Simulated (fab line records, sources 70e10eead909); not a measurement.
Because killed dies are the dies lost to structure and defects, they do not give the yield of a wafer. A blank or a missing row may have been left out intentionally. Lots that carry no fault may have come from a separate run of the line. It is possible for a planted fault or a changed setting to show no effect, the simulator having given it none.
Chamber matching	flow nand-harc	NHARC_P_M2_DEP_33 on pecvd-04: 3 sister chambers
The step deposits SiCN, target thk 30 nm. 16 wafers are shown with their chamber, then 8 later ones without.

## WAFERS WITH THEIR CHAMBER
wafer	chamber	heater-power-w (W)	rf-fwd-power-W (W)	susceptor-temp-C (C)
L867.1	2	581	449.1	370.03
L867.2	0	641	449.5	369.99
L867.5	2	575	448.5	369.70
L868.1	0	636	447.0	369.83
L868.4	1	626	448.7	369.90
L868.6	2	534	448.7	369.54
L869.2	0	615	447.9	369.91
L869.3	2	491	446.0	370.11
L869.4	0	622	446.5	370.05
L874.1	1	654	449.2	370.15
L874.3	2	542	446.4	369.69
L874.5	0	522	449.2	369.66
L876.1	2	558	448.2	370.51
L876.2	0	596	446.4	369.72
L876.4	0	600	446.8	370.02
L879.1	1	591	451.1	370.34

SIGNATURES (averages over the wafers above)
reading	chamber 0	chamber 1	chamber 2	scatter within a chamber
heater-power-w	604.57	623.67	546.83	36.2
rf-fwd-power-W	447.614	449.667	447.817	1.28
susceptor-temp-C	369.8829	370.1300	369.9300	0.26
Rule: for each reading, subtract the chamber's mean from the wafer's reading, divide by that reading's scatter and square the result; add these up over the readings and take the root, which gives the wafer's distance from the chamber. The wafer belongs to the nearest chamber; if the next one is less than 2 further off, it can't be placed. How the scatter is found: for the shown wafers, subtract from each reading the mean of its chamber, square and add these, divide the total by (wafers less chambers), then take the root.

## WAFERS WITH NO CHAMBER GIVEN
wafer	heater-power-w (W)	rf-fwd-power-W (W)	susceptor-temp-C (C)
L879.2	597	449.9	369.43
L879.5	603	451.4	369.43
L884.1	593	448.5	369.55
L884.2	726	445.8	369.75
L884.3	509	448.0	370.12
L889.1	701	447.8	369.91
L889.4	698	445.9	369.59
L889.6	554	448.2	370.02

## THE CHAMBER EACH PASSED THROUGH
wafer	from the rows above	in truth
L879.2	can't be placed: 0 or 1 or 2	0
L879.5	can't be placed: 1 or 0 or 2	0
L884.1	can't be placed: 0 or 2 or 1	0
L884.2	can't be placed: 0 or 1 or 2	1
L884.3	can't be placed: 2 or 0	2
L889.1	can't be placed: 0 or 1 or 2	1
L889.4	can't be placed: 0 or 1 or 2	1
L889.6	can't be placed: 2 or 0 or 1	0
Placed correctly: 0 of 8. These rows do not allow placing 8 (true chamber among the candidates in 8). Wrongly placed: 0.
